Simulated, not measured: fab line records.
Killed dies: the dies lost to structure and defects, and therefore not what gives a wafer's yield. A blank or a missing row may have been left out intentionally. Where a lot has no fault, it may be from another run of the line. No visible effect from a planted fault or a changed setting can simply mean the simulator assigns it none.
Struck lot and sound lot, side by side / flow n5_finfet / 15 steps out of a route of 1938
Sound: wafers L582.2, L582.4, L582.5. Struck: wafer L594.2 (left out: L594.1, L594.6 of the same lot, which were not struck); the cause appears at the end.
At each step with rows: each side's tool, then ch and its chambers, then its first start. Under that, the readings that differ: sound wafers / struck wafers / difference of the means / sigmas: that difference in standard deviations of wafers without a fault.
alike: words and numbers the same on both sides, and readings whose means are apart by under 2 such deviations; not compared: readings that were withheld, readings missing a value for some wafer, numbers with overlapping values and no deviation given by the record, and bounds like >300 which may hide the same value.
A row with sigmas, a row that says differs or no value, or rows on one side alone: a step with any of these is where the two part. Numbers that don't overlap but have no deviation are shown without sigmas and don't part them. A reading that every wafer of one side lacks parts them only if that side has two wafers or more.

first, 8 steps without rows for these wafers: N5_BEOL_M5_COAT_60 (time 60 s, resist thk 12 nm); N5_BEOL_M5_COAT_71 (time 60 s, resist thk 5 nm); N5_BEOL_M5_COAT_05 (resist thk 30 nm); N5_BEOL_M5_EBR_07; N5_BEOL_M5_SOFTBAKE_06 (time 60 s); N5_BEOL_M5_EXPOSE_08 (exposes mask M5, target cd 28 nm); N5_BEOL_M5_PEB_09 (peb time 60 s); N5_BEOL_M5_DEVELOP_10 (develop time 30 s).
N5_BEOL_M5_CD_MEAS_11: the cd target is 27.74 nm.
  sound on cd_sem-02 ch 0, day 9 20:32; struck on cd_sem-03 ch 0, day 12 12:35
  alike: cd_nm
N5_BEOL_M5_OVL_MEAS_12:
  sound on overlay-02 ch 0, day 9 20:34; struck on overlay-01 ch 0, day 12 12:37
reading=M5_OVL (nm); sound=0.5 0.4 0.9; struck=-0.6; difference=-1.2; sigmas=-2
N5_BEOL_M5_INSPECT_13: inspects for defects (brightfield).
  sound on defect_inspect-01 at day 9 20:37; struck on defect_inspect-02 at day 12 12:40
reading=raw_defect_count; sound=269 297 359; struck=542; difference=+234; sigmas=+2
N5_BEOL_M5_DESCUM_16: chemistry O2, time 7 s.
  sound on rie_diel-02 ch 0,1, day 9 20:39; struck on rie_diel-06 ch 2, day 12 12:42
reading=rf_vpp_V (V); sound=244.9 242.3 246.9; struck=240.7; difference=-4.0; sigmas=-3
reading=showerhead_plenum_p_Torr (Torr); sound=2.17 2.12 2.17; struck=1.99; difference=-0.16; sigmas=-3
  alike: chamber_pressure_mTorr, drypump_motor_current_A, oes_product_au, throttle_valve_pct
  not compared: rf_hours_counter_h
N5_BEOL_M5_ETCH_72: etches underlayer in N2/H2, target depth 6.5 nm, time 5.2 s.
  sound on rie_diel-02 ch 0,1, day 9 20:41; struck on rie_diel-06 ch 2, day 12 12:44
reading=bias_w (W); sound=150.0 149.9 149.8; struck=123.3; difference=-26.6; sigmas=-59
reading=etch_rf_on_time_s (s); sound=5.12 5.32 5.10; struck=5.70; difference=+0.52; sigmas=+3
reading=rf_vpp_V (V); sound=528.3 524.7 526.4; struck=457.8; difference=-68.7; sigmas=-27
reading=showerhead_plenum_p_Torr (Torr); sound=2.66 2.58 2.66; struck=2.43; difference=-0.20; sigmas=-3
  alike: chamber_pressure_mTorr, drypump_motor_current_A, oes_product_au, throttle_valve_pct
  not compared: rf_hours_counter_h
N5_BEOL_M5_ETCH_61: etches SiARC in CF4, target depth 15.6 nm, time 26 s.
  sound on rie_diel-02 ch 0,1, day 9 20:42; struck on rie_diel-06 ch 2, day 12 12:45
reading=showerhead_plenum_p_Torr (Torr); sound=2.21 2.15 2.21; struck=2.05; difference=-0.14; sigmas=-2
reading=throttle_valve_pct (%); sound=15.36 15.33 15.36; struck=15.79; difference=+0.44; sigmas=+2
  alike: bias_w, cf4_flow_sccm, chamber_pressure_mTorr, drypump_motor_current_A, etch_rf_on_time_s, mfc_ar_sccm, oes_product_au, rf_vpp_V
  not compared: rf_hours_counter_h
-- here the record skips 4 days between the struck wafers' starts before and after, leaving off in module BEOL_M5 and picking up in module PASSIVATION (first step shown: number 1936 of the route) --
N5_PASSIVATION_PROBE_49:
  sound on prober-02 at day 14 06:16; struck on prober-02 at day 17 00:20
reading=defect_limited_yield (%); sound=93.6 91.9 93.4; struck=89.7; difference=-3.3; sigmas=-2
reading=killed_dies; sound=76 95 78; struck=121; difference=+38; sigmas=+2
reading=sort_bin_5_function (%); sound=3.7 4.8 4.1; struck=6.4; difference=+2.2; sigmas=+2
reading=sort_n_pass; sound=1104 1085 1102; struck=1059; difference=-38; sigmas=-2
reading=sort_yield_pct (%); sound=93.6 91.9 93.4; struck=89.7; difference=-3.3; sigmas=-2
  alike: killed_at_M0_to_M3, killed_at_M4_up, killed_at_contacts, killed_at_front_end, killed_at_other, killed_open, killed_short, sort_bin_6_memory, sort_bin_8_speed

WHERE THEY PART
Earliest at N5_BEOL_M5_OVL_MEAS_12; latest, in this record, at N5_PASSIVATION_PROBE_49.

WHY: what the simulator had put in
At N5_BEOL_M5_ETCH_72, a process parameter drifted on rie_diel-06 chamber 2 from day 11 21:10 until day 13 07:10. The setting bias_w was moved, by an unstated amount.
